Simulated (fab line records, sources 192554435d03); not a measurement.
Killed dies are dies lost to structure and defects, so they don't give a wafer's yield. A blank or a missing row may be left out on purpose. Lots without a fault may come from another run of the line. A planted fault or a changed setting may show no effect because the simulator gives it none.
Split-lot experiment | flow n5_finfet | 7 lots, 39 wafers read, on a route of 1938 steps

THE SPLIT
At N5_BEOL_M9_TRENCH_ETCH_37 (etches SiCOH lowk in C4F6/O2, target depth 151.43 nm, time 49 s), the setting time_s was moved away from the recipe's 49 s on 15 of the 39 wafers read, by -56.0% to +19.8%. The other wafers ran this setting at the recipe's value.

FROM THE SPLIT TO THE READING: what the file shows between them, 11 steps
- N5_BEOL_M9_ETCH_41: etches SiCN in CH3F/O2, target depth 36.6 nm, time 70.1 s
- N5_BEOL_M9_STRIP_80: strips in N2/H2, time 10 s
- N5_BEOL_M9_OCD_MEAS_38
- N5_BEOL_M9_HM_STRIP_39: strips TiN in peroxide tin strip, target depth 25 nm, time 158 s
- N5_BEOL_M9_SRD_40: time 30 s
- N5_BEOL_M9_ECD_50: material Cu, target thk 318 nm
- N5_BEOL_M9_ANNEAL_51: time 90 s
- N5_BEOL_M9_CMP_52: polishes, stops on SiCOH lowk, t overpolish 7 s, target thk 140 nm
- N5_BEOL_M9_THK_MEAS_53: measures by xrf
- N5_BEOL_M9_PRE_CLEAN_55: time 15 s
- N5_BEOL_M9_DEP_56: deposits SiCN from 3MS/NH3, target thk 15 nm, time 26.5 s

THE READING
M9_RS, in ohm/sq, at N5_BEOL_M9_RS_MEAS_57 (measures by four-point-probe). Fault-free wafers of this fab line usually give 0.150 ohm/sq, standard deviation 0.005 ohm/sq.

wafer  | tool, chamber at the split | time_s as run, s | against the recipe | M9_RS, ohm/sq | against lot-mates on the recipe
L080.1 | rie_diel-06, 0             | 49               | recipe             | 0.144         | -
L080.2 | rie_diel-06, 3             | 21.54            | -56.0%             | 0.445         | +0.298
L080.3 | rie_diel-06, 2             | 21.54            | -56.0%             | 0.400         | +0.253
L080.4 | rie_diel-06, 1             | 49               | recipe             | 0.149         | -
L080.5 | rie_diel-06, 3             | 49               | recipe             | 0.149         | -
L080.6 | rie_diel-06, 2             | 21.54            | -56.0%             | 0.440         | +0.293
L081.1 | rie_diel-06, 2             | 40.22            | -17.9%             | 0.181         | +0.032
L081.2 | rie_diel-06, 1             | 49               | recipe             | 0.148         | -
L081.3 | rie_diel-06, 0             | 40.22            | -17.9%             | 0.185         | +0.036
L081.4 | rie_diel-06, 3             | 49               | recipe             | 0.150         | -
L081.5 | rie_diel-06, 3             | 49               | recipe             | 0.150         | -
L081.6 | rie_diel-06, 2             | 40.22            | -17.9%             | 0.188         | +0.039
L082.1 | rie_diel-02, 2             | 58.7             | +19.8%             | 0.122         | -0.033
L082.2 | rie_diel-02, 1             | 58.7             | +19.8%             | 0.128         | -0.027
L082.3 | rie_diel-02, 0             | 49               | recipe             | 0.152         | -
L082.4 | rie_diel-02, 0             | 49               | recipe             | 0.158         | -
L082.5 | rie_diel-02, 2             | 58.7             | +19.8%             | 0.119         | -0.036
L082.6 | rie_diel-02, 1             | 49               | recipe             | 0.154         | -
L083.1 | rie_diel-01, 3             | 33.31            | -32.0%             | 0.254         | +0.102
L083.2 | rie_diel-01, 2             | 33.31            | -32.0%             | 0.243         | +0.091
L083.3 | rie_diel-01, 1             | 33.31            | -32.0%             | 0.244         | +0.092
L083.4 | rie_diel-01, 2             | 49               | recipe             | 0.151         | -
L083.5 | rie_diel-01, 3             | 49               | recipe             | 0.153         | -
L083.6 | rie_diel-01, 1             | 49               | recipe             | 0.151         | -
L086.1 | rie_diel-01, 1             | 27.07            | -44.8%             | 0.339         | +0.191
L086.2 | rie_diel-01, 0             | 49               | recipe             | 0.143         | -
L086.3 | rie_diel-01, 2             | 27.07            | -44.8%             | 0.317         | +0.169
L086.4 | rie_diel-01, 1             | 49               | recipe             | 0.157         | -
L086.5 | rie_diel-01, 0             | 49               | recipe             | 0.143         | -
L086.6 | rie_diel-01, 2             | 27.07            | -44.8%             | 0.316         | +0.168
L085.1 | rie_diel-01, 2             | 49               | recipe             | 0.148         | -
L085.5 | rie_diel-01, 0             | 49               | recipe             | 0.141         | -
L085.6 | rie_diel-01, 1             | 49               | recipe             | 0.154         | -
L089.1 | rie_diel-01, 3             | 49               | recipe             | 0.150         | -
L089.2 | rie_diel-01, 1             | 49               | recipe             | 0.160         | -
L089.3 | rie_diel-01, 0             | 49               | recipe             | 0.143         | -
L089.4 | rie_diel-01, 3             | 49               | recipe             | 0.149         | -
L089.5 | rie_diel-01, 0             | 49               | recipe             | 0.145         | -
L089.6 | rie_diel-01, 1             | 49               | recipe             | 0.158         | -

THE FIT
A straight line over all 39 wafers: M9_RS changes by -0.00396 ohm/sq for each +1% of time_s; r = -0.95; the points scatter about the line by 0.027 ohm/sq.
The same after taking each lot's own level away (the mean of its wafers on the recipe; 39 wafers): -0.00402 ohm/sq for each +1%; r = -0.96; scatter 0.026 ohm/sq.
On that fit, the largest move of time_s shifts the reading by 0.23 ohm/sq.
The lots' own levels span 0.1473 to 0.1547 ohm/sq, that is 1.5 times the standard deviation above.
So the lot-to-lot level changes the slope little: the two slopes agree.
Check: with one of the wafers moved furthest among these (-56.0%) left out of the fit, the line predicts +0.215 ohm/sq for it against its lot-mates. It came out at +0.298 ohm/sq against them.

THE WHOLE CHAIN: every reading that the file lists as answering this split, in the file's order
step                      | what it does                                                       | reading                                                                          | change (the file's fit)                | r (the file's)
N5_BEOL_M9_TRENCH_ETCH_37 | etches SiCOH lowk in C4F6/O2, target depth 151.43 nm, time 49 s    | etch.depth_nm (the simulator's own value, which no gauge read)                   | +1.55 nm for each +1% of the setting   | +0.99
N5_BEOL_M9_TRENCH_ETCH_37 | etches SiCOH lowk in C4F6/O2, target depth 151.43 nm, time 49 s    | BEOL_M9.feature_depth_nm (the simulator's own value, which no gauge read)        | +1.55 nm for each +1% of the setting   | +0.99
N5_BEOL_M9_TRENCH_ETCH_37 | etches SiCOH lowk in C4F6/O2, target depth 151.43 nm, time 49 s    | TiN_of_BEOL_M9_HM_DEP_02.thk_nm (the simulator's own value, which no gauge read) | -0.0432 nm for each +1% of the setting | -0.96
N5_BEOL_M9_OCD_MEAS_38    |                                                                    | trench_depth_nm                                                                  | +1.55 nm for each +1% of the setting   | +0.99
N5_BEOL_M9_CMP_52         | polishes, stops on SiCOH lowk, t overpolish 7 s, target thk 140 nm | Cu_of_BEOL_M9_ECD_50.thk_nm (the simulator's own value, which no gauge read)     | +1.54 nm for each +1% of the setting   | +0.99
N5_BEOL_M9_THK_MEAS_53    | measures by xrf                                                    | M9_THK                                                                           | +1.58 for each +1% of the setting      | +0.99
N5_BEOL_M9_RS_MEAS_57     | measures by four-point-probe                                       | M9_RS                                                                            | -0.00406 for each +1% of the setting   | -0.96

THE FILE'S OWN FIT
M9_RS changes by -0.00406 ohm/sq for each +1% of time_s, r = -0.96.
